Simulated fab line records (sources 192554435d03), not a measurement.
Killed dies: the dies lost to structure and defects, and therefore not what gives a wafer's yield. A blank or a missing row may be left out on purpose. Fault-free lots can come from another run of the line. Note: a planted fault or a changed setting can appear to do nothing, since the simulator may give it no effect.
Problem report in the 8D (eight disciplines) form, filled by code :: flow n5 finfet :: the parts of the form that need people (team, actions taken, sign-off) are left out

1. WHAT IS WRONG
Wafers without a fault read 62.9 s, standard deviation 2.8; time to endpoint s at N5_BEOL_M1_CMP_52 reads a mean of 81.0 s on 3 wafers belonging to 3 lots. Relative to the usual mean, that is a shift of +6.5 standard deviations.
The step: polishes, stops on SiOC, t overpolish 6.8 s, target thk 40 nm.
First observed at day 9 09:12: wafer L298.1, on cmp-02. The record holds 32 wafers of 11 lots with a number at this step. Rule for "out" (also "out of limits"): further than 4 standard deviations from the usual mean. The other wafers with a number count as sound.

2. WHAT IT IS AND WHAT IT IS NOT
question: which readings at this step
is: time to endpoint s
is not: edge zone pressure frac, motor current A

question: which lots
is: L298, L299, L300
is not: L286, L287, L288, L289, L291, L293, L296, L308

question: which wafers of those lots
is: L298.1, L299.1, L300.1
is not: L298.4, L298.5, L299.3, L299.5, L300.4

question: read on which tools
is: cmp-01, cmp-02
is not: cmp-04

question: when
is: from day 9 09:12
is not: up to then (23 sound wafers); but 6 sound wafers of L299, L300, L308 came after

3. THE SUSPECTS, EACH WITH WHAT RULES IT OUT
Counting: any tool at a process step up to the reading remains a suspect provided it ran every lot that is out. Sound lots after the first of them don't rule it out here, since some wafers of a struck lot are sound.
- ecd cu-01 at N5_BEOL_M1_ECD_50 (material Cu, target thk 300 nm): kept. It ran every lot that is out, first L298 (day 9 08:47); its last sound lot up to then is L296 (day 8 15:52).
Remaining after the count: ecd cu-01 at N5_BEOL_M1_ECD_50.

4. THE CAUSE (what the simulator had put in)
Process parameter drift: ecd cu-01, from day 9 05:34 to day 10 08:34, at N5_BEOL_M1_ECD_50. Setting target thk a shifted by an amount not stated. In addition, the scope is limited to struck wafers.
Counting left only this tool.

5. THE CHAIN OF EFFECTS, in route order
Each row: a reading where the mean over the struck wafers with a number is more than 3 standard deviations away from the usual. Only readings whose record carries a usual standard deviation are examined. hours: median over the lots of the time between each lot's start at the first step of this table that gives one and its start at this step. sigmas: the change, counted in usual standard deviations.
hours: 0
step: N5_BEOL_M1_CMP_52
reading: time to endpoint s
usual: 62.9 s
on struck wafers: 81.0
change: +18.1
sigmas: +6.5
Its process steps:
- N5_BEOL_M1_CMP_52: polishes, stops on SiOC, t overpolish 6.8 s, target thk 40 nm.
Later steps that measure or inspect, where all struck wafers having a row at the step show a number for every such reading and not one has moved that far: N5_BEOL_M4_RC_MEAS_101.

6. WHAT WOULD HAVE CAUGHT IT SOONER
In this record the first reading out of limits was taken at day 9 09:12, 4 hours after the fault began at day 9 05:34.
Among the 3 lots that are out, L299, L300 began N5_BEOL_M1_ECD_50 on ecd cu-01 after day 9 09:12. A hold on the tool at that time would have spared those 2.
